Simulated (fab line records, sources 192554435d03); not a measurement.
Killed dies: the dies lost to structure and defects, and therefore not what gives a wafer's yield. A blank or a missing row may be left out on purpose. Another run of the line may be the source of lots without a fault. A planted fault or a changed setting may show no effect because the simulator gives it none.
Chamber matching -- flow n5-finfet -- N5_BEOL_M7_STRIP_36 on rie-diel-05 has 4 sister chambers
The step strips in N2/H2. 8 wafers are shown with their chamber, then 8 later ones without.

## WAFERS PAIRED WITH THEIR CHAMBERS
wafer,chamber,throttle-valve-pct (%),showerhead-plenum-p-Torr (Torr)
L074.3,2,23.72,2.52
L086.1,2,23.72,2.51
L086.5,1,23.46,2.59
L086.6,0,23.45,2.44
L085.2,3,24.01,2.63
L085.4,1,23.48,2.59
L085.6,3,23.98,2.63
L093.1,0,23.46,2.43

## WAFERS WITHOUT THEIR CHAMBER
wafer,throttle-valve-pct (%),showerhead-plenum-p-Torr (Torr)
L093.2,23.79,2.51
L093.3,23.48,2.58
L093.4,23.99,2.62
L093.5,23.51,2.58
L093.6,23.51,2.43
L096.3,23.79,2.50
L096.5,24.02,2.62
L096.6,23.53,2.43

## CHAMBER TAKEN BY EACH
wafer,from the rows above,in truth
L093.2,2,2
L093.3,1,1
L093.4,3,3
L093.5,1,1
L093.6,0,0
L096.3,2,2
L096.5,3,3
L096.6,0,0
8 of 8 placed correctly. Left unplaced by these rows: 0. 0 placed wrongly.
How it was worked out, from the rows above alone: a wafer's distance from a chamber is the root of the sum, over the readings, of the square of ((its reading less the chamber's mean) divided by the reading's scatter). If the next closest chamber is less than 2 further off than the closest, the wafer can't be placed; otherwise it belongs to the closest. Each chamber's mean is taken over the wafers shown for it. The scatter is the square root of a quotient: the sum, over the shown wafers, of each reading's squared deviation from its chamber's mean, divided by wafers minus chambers.
